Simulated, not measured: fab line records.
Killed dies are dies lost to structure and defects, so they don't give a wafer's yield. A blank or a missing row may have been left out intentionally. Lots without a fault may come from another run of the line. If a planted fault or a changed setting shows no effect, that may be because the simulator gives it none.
fab line records	flow nandHarc	part 1 of 2: steps 1 to 24 of 33
record lots=5	wafers=15	lastDay=32
route steps=1302 shown A_STAIRCASE@804
lots with no fault: from the same line, run without faults
startH: hours from the record's first day to the start of the lot's first wafer shown	waitH: hours since the lot's step before	" as in the row above	L1.1+2: one row covering several wafers at once	- either no value or no given start	* or withheld: withheld	< > ~ a bound
route shown NAME@n: a module of which the file shows steps, and the number in the route of the first	usual: mean/standard deviation taken from wafers without a fault	same: alike in all rows	chamber/n: place in a boat	sites: each site's reading	_std_site: the standard deviation of these	_edge_site: inner sites' mean taken away from outer sites' mean	radiusMm: how far each site lies from the wafer's centre	mask NAME#n: copy n	behind: the most recent tool/chamber to have shaped the wafer	hold: why the lot went on hold/how many hours it stayed there/how the hold came to an end	device: the n, p or np transistor that did not switch	end of line: tests of these same wafers at the route's end	a step with no rows: only its recipe	killed: dies lost to structure and defects at the first sort, not the wafer's yield	map: a wafer's dies, x killed, . not, _ none there
set.NAME: the setting as run; set.NAME@STEP: as run at that earlier step	model.NAME: the simulator's own value behind a step, which no gauge read
a table for each step, a row for each wafer; lots at some steps of the route
services: the hour from which a tool's chamber was out of use, counted from the record's first day as startH (under 0 if before that day), plus the number of hours and why
## steps
# step NHARC_A_STAIRCASE_DEVELOP_288
# recipe timeS=140
lot.wafer	tool	chamber	startH	waitH
L075.2+3+6	lithoTrack-05	0	-	-
L076.2+5+6	lithoTrack-03	0	-	-
L082.2+5+6	lithoTrack-03	0	-	-
L087.2+5+6	lithoTrack-05	0	-	-
L094.2+3+5	lithoTrack-05	0	-	-
# step NHARC_A_STAIRCASE_HARDBAKE_290
# recipe tempC=120	timeS=140
lot.wafer	tool	chamber	startH	waitH
L075.2+3+6	lithoTrack-03	0	392.96	-
L076.2+5+6	lithoTrack-03	0	408.09	-
L082.2+5+6	lithoTrack-03	0	464.19	-
L087.2+5+6	lithoTrack-03	0	526.72	-
L094.2+3+5	lithoTrack-02	0	586.86	-
# step NHARC_A_STAIRCASE_DESCUM_291
# recipe timeS=3	o2FlowSccm=200	arFlowSccm=0	biasPowerW=0	chemistry=O2
# usual drypumpMotorCurrentA=5.6/0.38	o2FlowSccm=200.0/0.64	oesProductAu=1.002/0.01	rfVppV=57.9/0.96	showerheadPlenumPTorr=1.92/0.089	throttleValvePct=11.313/0.0089
# same biasPowerW=0
lot.wafer	tool	chamber	startH	waitH	drypumpMotorCurrentA	o2FlowSccm	oesProductAu	rfHoursCounterH	rfVppV	showerheadPlenumPTorr	throttleValvePct
L075.2	rieDiel-09	3	393.07	-	4.8	199.1	1.015	17	57.1	1.92	11.322
L075.3	"	0	"	"	5.8	199.5	1.009	18	56.8	2.05	11.323
L075.6	"	2	"	"	5.6	199.8	1.018	-	56.9	1.84	11.327
L076.2	rieDiel-03	3	408.18	-	5.9	200.0	0.981	33	56.3	1.85	11.314
L076.5	"	3	"	"	5.9	200.8	0.979	-	58.1	1.85	11.312
L076.6	"	0	"	"	6.1	200.0	1.003	-	57.2	1.83	11.298
L082.2	rieDiel-06	3	464.28	-	5.4	200.3	0.997	56	58.6	2.06	11.304
L082.5	"	2	"	"	5.7	200.1	0.994	-	58.7	2.06	11.310
L082.6	"	3	"	"	5.4	200.2	1.006	-	57.8	2.06	11.312
L087.2	rieDiel-03	2	526.82	-	6.1	199.6	1.004	22	58.2	1.94	11.293
L087.5	"	1	"	"	5.6	200.3	1.015	-	57.2	1.94	11.322
L087.6	"	2	"	"	6.1	199.2	1.005	-	57.2	1.94	11.307
L094.2	rieDiel-03	1	587.03	-	5.6	199.7	1.007	37	58.9	1.94	11.307
L094.3	"	3	"	"	5.8	200.3	0.983	45	57.0	1.83	11.340
L094.5	"	2	"	"	6.0	200.7	0.996	-	58.9	1.94	11.310
# step NHARC_A_STAIRCASE_ETCH_292
# recipe cf4FlowSccm=100	chf3FlowSccm=30	arFlowSccm=0	rfW=500	biasW=200	chemistry=CF4/CHF3
# usual chf3FlowSccm=29.99/0.097	drypumpMotorCurrentA=5.5/0.4	oesProductAu=0.936/0.018	rfVppV=370.7/2.4	showerheadPlenumPTorr=1.57/0.069	throttleValvePct=16.802/0.0082
lot.wafer	tool	chamber	startH	waitH	chf3FlowSccm	drypumpMotorCurrentA	oesProductAu	rfHoursCounterH	rfVppV	showerheadPlenumPTorr	throttleValvePct
L075.3	rieDiel-09	3	393.14	0.1	29.89	4.9	0.939	17	371.3	1.58	16.799
L075.2	"	2	"	"	30.01	5.5	0.935	19	368.9	1.52	16.803
L075.6	"	0	"	"	29.98	5.8	0.937	-	373.6	1.68	16.801
L076.2	rieDiel-03	1	408.28	0.1	29.95	5.6	0.984	35	371.9	1.60	16.801
L076.5	"	3	"	"	30.01	5.8	0.934	-	368.9	1.52	16.805
L076.6	"	0	"	"	30.00	6.1	0.962	-	369.6	1.51	16.789
L082.2	rieDiel-06	1	464.39	0.1	30.15	4.8	0.930	53	370.0	1.53	16.801
L082.6	"	2	"	"	29.84	5.7	0.931	-	374.1	1.69	16.795
L082.5	"	3	"	"	29.94	5.4	0.930	-	374.9	1.69	16.814
L087.2	rieDiel-03	2	526.91	0.1	30.04	6.0	0.914	22	371.8	1.60	16.797
L087.6	"	0	"	"	29.99	6.1	0.908	-	367.1	1.50	16.808
L087.5	"	1	"	"	30.05	5.6	0.937	-	371.6	1.60	16.800
L094.2	rieDiel-03	2	587.13	0.1	29.92	6.0	0.939	45	370.9	1.59	16.794
L094.3	"	3	"	"	29.73	5.8	0.937	45	369.2	1.51	16.787
L094.5	"	3	"	"	29.90	5.8	0.932	-	367.6	1.51	16.794
# step NHARC_A_STAIRCASE_HM_OPEN_460
# recipe o2FlowSccm=400	cosFlowSccm=20	arFlowSccm=0	rfW=500	biasW=300	chemistry=O2/COS
# usual drypumpMotorCurrentA=5.6/0.38	o2FlowSccm=399.8/1.2	oesProductAu=1.002/0.012	rfVppV=467/3.1	showerheadPlenumPTorr=3.12/0.14	throttleValvePct=28.331/0.0092
lot.wafer	tool	chamber	startH	waitH	drypumpMotorCurrentA	o2FlowSccm	oesProductAu	rfHoursCounterH	rfVppV	showerheadPlenumPTorr	throttleValvePct
L075.2	rieDiel-09	2	-	-	5.6	399.2	1.002	19	465	3.01	28.327
L075.3	"	3	"	"	4.9	397.8	1.007	17	467	3.14	28.334
L075.6	"	2	"	"	5.6	399.2	1.004	-	465	3.01	28.333
L076.2	rieDiel-03	1	-	-	5.7	399.3	1.005	35	468	3.18	28.331
L076.5	"	3	"	"	5.9	400.0	0.990	-	465	3.02	28.323
L076.6	"	0	"	"	6.1	401.8	0.989	-	465	3.00	28.336
L082.2	rieDiel-06	1	-	-	4.9	400.5	0.992	53	465	3.03	28.334
L082.6	"	1	"	"	4.9	399.9	1.001	-	466	3.03	28.354
L082.5	"	2	"	"	5.7	399.5	0.992	-	471	3.34	28.319
L087.2	rieDiel-03	1	-	-	5.6	397.8	1.006	18	469	3.17	28.320
L087.5	"	2	"	"	6.1	399.3	0.994	-	469	3.17	28.351
L087.6	"	3	"	"	5.9	400.5	0.998	-	465	3.00	28.318
L094.2	rieDiel-03	2	-	-	6.1	400.9	0.987	45	468	3.16	28.326
L094.3	"	1	"	"	5.6	400.3	0.996	37	468	3.16	28.320
L094.5	"	2	"	"	6.1	399.5	1.000	-	466	3.16	28.333
# step NHARC_A_STAIRCASE_STRIP_461
# recipe o2FlowSccm=400	cosFlowSccm=20	arFlowSccm=0	biasW=0	chemistry=O2/COS
lot.wafer	tool	chamber	startH	waitH
L075.2+3+6	rieDiel-09	1,0,2	-	-
L076.2+6+5	rieDiel-03	3,2,3	-	-
L082.2+6+5	rieDiel-06	0,0,1	-	-
L087.2+5+6	rieDiel-03	3,2,3	-	-
L094.3+2+5	rieDiel-03	2,0,3	-	-
# step NHARC_A_STAIRCASE_ETCH_452
# recipe targetDepthA=300	overetchA=30	timeS=16.5	ionEnergyEv=100	cf4FlowSccm=80	o2FlowSccm=20	arFlowSccm=0	rfW=300	biasW=100	chemistry=CF4/O2
# usual drypumpMotorCurrentA=5.6/0.37	o2FlowSccm=20.00/0.063	oesProductAu=1.002/0.011	rfVppV=197.8/1.5	showerheadPlenumPTorr=1.34/0.063	throttleValvePct=13.399/0.0097
lot.wafer	tool	chamber	startH	waitH	drypumpMotorCurrentA	o2FlowSccm	oesProductAu	rfHoursCounterH	rfVppV	showerheadPlenumPTorr	throttleValvePct
L075.3	rieDiel-09	1	-	-	5.5	20.15	1.012	20	196.6	1.28	13.404
L075.2	"	3	"	"	4.9	20.00	1.006	17	198.4	1.34	13.426
L075.6	"	1	"	"	5.4	20.06	1.005	-	197.9	1.28	13.392
L076.2	rieDiel-03	2	-	-	6.1	20.01	1.005	33	198.8	1.36	13.392
L076.5	"	3	"	"	5.9	20.04	0.988	-	197.6	1.29	13.401
L076.6	"	0	"	"	6.1	20.03	0.996	-	196.5	1.28	13.392
L082.2	rieDiel-06	1	-	-	4.8	19.99	1.002	54	196.1	1.30	13.396
L082.6	"	3	"	"	5.4	19.96	0.997	-	199.4	1.43	13.401
L082.5	"	0	"	"	5.4	20.00	0.994	-	198.6	1.42	13.408
L087.2	rieDiel-03	2	-	-	6.0	20.05	1.006	22	197.1	1.35	13.406
L087.5	"	3	"	"	5.8	20.10	0.996	-	195.7	1.28	13.406
L087.6	"	0	"	"	6.1	20.01	0.996	-	196.2	1.28	13.402
L094.2	rieDiel-03	3	-	-	5.8	20.10	0.989	45	196.8	1.28	13.390
L094.3	"	0	"	"	6.1	20.02	0.988	38	196.0	1.27	13.398
L094.5	"	2	"	"	6.0	20.01	1.000	-	198.1	1.35	13.395
# step NHARC_A_STAIRCASE_ETCH_294
# recipe targetDepthA=49890	timeS=1211.6	ionEnergyEv=800	c4f8FlowSccm=80	o2FlowSccm=60	arFlowSccm=withheld	rfW=600	biasW=3000	chemistry=C4F8/O2/Ar
# usual oesProductAu=0.936/0.013	rfVppV=1828/11
lot.wafer	tool	chamber	startH	waitH	oesProductAu	rfHoursCounterH	rfVppV
L075.2	rieDiel-09	0	-	-	0.944	18	1844
L075.3	"	1	"	"	0.938	20	1815
L075.6	"	3	"	"	0.953	-	1829
L076.2	rieDiel-03	0	-	-	0.945	36	1816
L076.6	"	0	"	"	0.950	-	1816
L076.5	"	1	"	"	0.966	-	1834
L082.2	rieDiel-06	2	-	-	0.926	57	1847
L082.6	"	0	"	"	0.937	-	1842
L082.5	"	1	"	"	0.926	-	1819
L087.2	rieDiel-03	2	-	-	0.925	22	1830
L087.6	"	2	"	"	0.934	-	1830
L087.5	"	3	"	"	0.928	-	1819
L094.3	rieDiel-03	3	-	-	0.913	45	1818
L094.2	"	0	"	"	0.941	38	1814
L094.5	"	2	"	"	0.933	-	1831
# step NHARC_A_STAIRCASE_STRIP_295
# recipe o2FlowSccm=500	arFlowSccm=0	biasW=0	chemistry=O2
# usual drypumpMotorCurrentA=5.6/0.39	o2FlowSccm=500.0/1.5	oesProductAu=1.002/0.011	rfVppV=57.9/0.89	showerheadPlenumPTorr=3.54/0.15	throttleValvePct=17.037/0.0087
lot.wafer	tool	chamber	startH	waitH	drypumpMotorCurrentA	o2FlowSccm	oesProductAu	rfHoursCounterH	rfVppV	showerheadPlenumPTorr	throttleValvePct
L075.2	rieDiel-09	0	-	-	5.8	498.2	1.008	19	59.3	3.77	17.046
L075.3	"	3	"	"	4.9	502.6	1.000	18	59.5	3.55	17.040
L075.6	"	0	"	"	5.9	498.5	1.016	-	57.6	3.77	17.035
L076.2	rieDiel-03	2	-	-	6.0	500.4	1.019	33	58.2	3.60	17.040
L076.5	"	2	"	"	6.0	502.0	1.006	-	58.5	3.60	17.052
L076.6	"	3	"	"	5.8	502.6	1.003	-	58.2	3.41	17.030
L082.2	rieDiel-06	0	-	-	5.4	500.5	0.999	59	57.7	3.74	17.030
L082.6	"	1	"	"	4.8	500.3	0.995	-	56.4	3.43	17.045
L082.5	"	2	"	"	5.7	497.7	0.999	-	57.5	3.77	17.029
L087.2	rieDiel-03	1	-	-	5.6	500.2	1.010	19	58.0	3.58	17.027
L087.5	"	0	"	"	6.1	500.8	1.001	-	58.1	3.38	17.040
L087.6	"	1	"	"	5.6	500.2	1.009	-	59.1	3.58	17.046
L094.2	rieDiel-03	2	-	-	6.1	502.4	1.001	46	58.6	3.57	17.040
L094.3	"	3	"	"	5.8	501.1	0.982	46	57.4	3.38	17.047
L094.5	"	1	"	"	5.7	499.7	0.994	-	58.8	3.57	17.038
# step NHARC_A_STAIRCASE_STRIP_296
# recipe timeS=900	tempC=130	chemistry=SPM
lot.wafer	tool	chamber	startH	waitH
L075.2+6+3	wetBench-06	7,2,4	394.80	-
L076.6+2+5	wetBench-07	4,5,7	409.91	-
L082.2+6+5	wetBench-02	5,7,0	466.02	-
L087.5+2+6	wetBench-02	2,4,5	528.55	-
L094.3+5+2	wetBench-06	4,5,6	588.82	-
# step NHARC_A_STAIRCASE_PRECLEAN_297
# recipe timeS=*	tempC=50	bathAgeMin=0	chemistry=SC1
lot.wafer	tool	chamber	startH	waitH
L075.2+6+3	wetBench-06	7,2,4	-	-
L076.6+2+5	wetBench-07	4,5,7	-	-
L082.2+6+5	wetBench-02	5,7,0	-	-
L087.5+2+6	wetBench-02	2,4,5	-	-
L094.3+5+2	wetBench-06	4,5,6	-	-
# step NHARC_A_STAIRCASE_SRD_298
lot.wafer	tool	chamber	startH	waitH
L075.2+6+3	wetBench-06	7,2,4	-	-
L076.6+2+5	wetBench-07	4,5,7	-	-
L082.2+6+5	wetBench-02	5,7,0	-	-
L087.5+2+6	wetBench-02	2,4,5	-	-
L094.3+5+2	wetBench-06	4,5,6	-	-
# step NHARC_A_STAIRCASE_HM_DEP_462
# recipe targetThkA=8000	tempC=400	material=aC
# usual throttleValvePct=34.999/0.0095
lot.wafer	tool	chamber	startH	waitH	throttleValvePct
L075.2	aclDep-02	0	397.90	2.6	34.987
L075.3	"	0	"	"	34.992
L075.6	"	0	"	"	35.008
L076.2	aclDep-01	0	410.75	0.4	35.008
L076.5	"	0	"	"	35.012
L076.6	"	0	"	"	35.006
L082.2	aclDep-03	0	466.85	0.4	35.021
L082.5	"	0	"	"	34.980
L082.6	"	0	"	"	35.008
L087.2	aclDep-03	0	532.05	3.1	35.003
L087.5	"	0	"	"	34.979
L087.6	"	0	"	"	34.995
L094.2	aclDep-02	0	592.54	3.3	35.011
L094.3	"	0	"	"	34.993
L094.5	"	0	"	"	35.000
# step NHARC_A_STAIRCASE_DEP_301
# recipe targetThkA=300	targetThkNm=30	tempC=400	pressureTorr=3.5	flowSccm=200	rfW=350	material=SiON
# usual heaterPowerW=747/87	showerheadVppV=1119/65
lot.wafer	tool	chamber	startH	waitH	heaterPowerW	showerheadVppV
L075.3	pecvd-01	2	399.46	0.9	795	1214
L075.2	"	1	"	"	802	1014
L075.6	"	0	"	"	860	1096
L076.2	pecvd-02	2	412.35	1.3	874	1106
L076.5	"	0	"	"	745	1139
L076.6	"	1	"	"	640	1044
L082.2	pecvd-04	1	468.42	1.3	729	1253
L082.5	"	0	"	"	694	1121
L082.6	"	1	"	"	756	1235
L087.2	pecvd-01	1	533.67	1.3	743	1025
L087.6	"	2	"	"	904	1211
L087.5	"	1	"	"	756	1026
L094.3	pecvd-02	1	594.11	1.0	614	1040
L094.2	"	2	"	"	851	1108
L094.5	"	0	"	"	714	1156
# step NHARC_A_STAIRCASE_DEHYDRATE_302
# recipe tempC=150	timeS=120
lot.wafer	tool	chamber	startH	waitH
L075.2+3+6	lithoTrack-03	0	399.74	0.2
L076.2+5+6	lithoTrack-02	0	412.56	0.2
L082.2+5+6	lithoTrack-05	0	468.66	0.2
L087.2+5+6	lithoTrack-03	0	533.89	0.2
L094.2+3+5	lithoTrack-02	0	594.36	0.2
# step NHARC_A_STAIRCASE_HMDS_303
# recipe timeS=30
lot.wafer	tool	chamber	startH	waitH
L075.2+3+6	lithoTrack-03	0	-	-
L076.2+5+6	lithoTrack-02	0	-	-
L082.2+5+6	lithoTrack-05	0	-	-
L087.2+5+6	lithoTrack-03	0	-	-
L094.2+3+5	lithoTrack-02	0	-	-
# step NHARC_A_STAIRCASE_COAT_304
# recipe spinRpm=1200
lot.wafer	tool	chamber	startH	waitH
L075.2+3+6	lithoTrack-03	0	-	-
L076.2+5+6	lithoTrack-02	0	-	-
L082.2+5+6	lithoTrack-05	0	-	-
L087.2+5+6	lithoTrack-03	0	-	-
L094.2+3+5	lithoTrack-02	0	-	-
# step NHARC_A_STAIRCASE_SOFTBAKE_305
# recipe tempC=135	timeS=170
lot.wafer	tool	chamber	startH	waitH
L075.2+3+6	lithoTrack-03	0	-	-
L076.2+5+6	lithoTrack-02	0	-	-
L082.2+5+6	lithoTrack-05	0	-	-
L087.2+5+6	lithoTrack-03	0	-	-
L094.2+3+5	lithoTrack-02	0	-	-
# step NHARC_A_STAIRCASE_EBR_306
lot.wafer	tool	chamber	startH	waitH
L075.2+3+6	lithoTrack-03	0	-	-
L076.2+5+6	lithoTrack-02	0	-	-
L082.2+5+6	lithoTrack-05	0	-	-
L087.2+5+6	lithoTrack-03	0	-	-
L094.2+3+5	lithoTrack-02	0	-	-
# step NHARC_A_STAIRCASE_EXPOSE_307
# recipe na=0.5	doseMj=45.72	maskId=CHOP_50
lot.wafer	tool	chamber	startH	waitH	mask
L075.2+3+6	krfScanner-02	0	400.08	-	CHOP_50#0
L076.2+5+6	krfScanner-04	0	412.90	-	CHOP_50#0
L082.2+5+6	krfScanner-03	0	469.00	-	CHOP_50#0
L087.2+5+6	krfScanner-04	0	534.22	-	CHOP_50#0
L094.2+3+5	krfScanner-04	0	594.69	-	CHOP_50#0
# step NHARC_A_STAIRCASE_PEB_308
# recipe pebTempC=115	pebTimeS=130
lot.wafer	tool	chamber	startH	waitH
L075.2+3+6	lithoTrack-02	0	400.15	0.1
L076.2+5+6	lithoTrack-05	0	412.96	0.1
L082.2+5+6	lithoTrack-03	0	469.06	0.1
L087.2+5+6	lithoTrack-03	0	534.28	0.1
L094.2+3+5	lithoTrack-02	0	594.76	0.1
# step NHARC_A_STAIRCASE_DEVELOP_309
# recipe timeS=140
lot.wafer	tool	chamber	startH	waitH
L075.2+3+6	lithoTrack-02	0	-	-
L076.2+5+6	lithoTrack-05	0	-	-
L082.2+5+6	lithoTrack-03	0	-	-
L087.2+5+6	lithoTrack-03	0	-	-
L094.2+3+5	lithoTrack-02	0	-	-
# step NHARC_A_STAIRCASE_HARDBAKE_311
# recipe tempC=120	timeS=140
lot.wafer	tool	chamber	startH	waitH
L075.2+3+6	lithoTrack-03	0	400.37	-
L076.2+5+6	lithoTrack-02	0	413.18	-
L082.2+5+6	lithoTrack-05	0	469.28	-
L087.2+5+6	lithoTrack-05	0	534.51	-
L094.2+3+5	lithoTrack-02	0	594.98	-
# step NHARC_A_STAIRCASE_DESCUM_312
# recipe timeS=3	o2FlowSccm=200	arFlowSccm=0	biasPowerW=0	chemistry=O2
# usual drypumpMotorCurrentA=5.6/0.37	o2FlowSccm=200.0/0.55	oesProductAu=1.002/0.012	rfVppV=57.9/0.92	showerheadPlenumPTorr=1.91/0.092	throttleValvePct=11.310/0.0091
# same biasPowerW=0
lot.wafer	tool	chamber	startH	waitH	drypumpMotorCurrentA	o2FlowSccm	oesProductAu	rfHoursCounterH	rfVppV	showerheadPlenumPTorr	throttleValvePct
L075.3	rieDiel-09	1	401.45	-	5.5	199.9	1.017	25	56.9	1.82	11.312
L075.2	"	0	"	"	5.8	200.0	1.017	24	59.6	2.05	11.319
L075.6	"	2	"	"	5.6	200.5	1.012	-	58.5	1.84	11.315
L076.2	rieDiel-09	2	413.28	-	5.5	200.7	1.005	28	58.1	1.84	11.316
L076.5	"	2	"	"	5.5	201.0	1.012	-	57.8	1.84	11.304
L076.6	"	3	"	"	4.9	199.4	1.003	-	57.1	1.92	11.304
L082.2	rieDiel-03	3	471.19	-	5.8	199.9	0.982	4	57.9	1.84	11.315
L082.6	"	1	"	"	5.7	199.9	0.992	-	58.2	1.95	11.290
L082.5	"	2	"	"	6.0	200.5	1.005	-	58.2	1.95	11.300
L087.2	rieDiel-03	1	534.68	-	5.6	198.5	1.001	21	57.0	1.94	11.321
L087.6	"	3	"	"	5.9	200.0	0.985	-	58.2	1.84	11.307
L087.5	"	0	"	"	6.1	199.1	0.985	-	58.6	1.82	11.323
L094.2	rieDiel-09	0	595.07	-	5.8	201.2	1.011	29	58.0	2.03	11.294
L094.3	"	1	"	"	5.5	200.7	1.008	27	58.3	1.81	11.320
L094.5	"	0	"	"	5.8	200.4	1.008	-	58.7	2.03	11.326
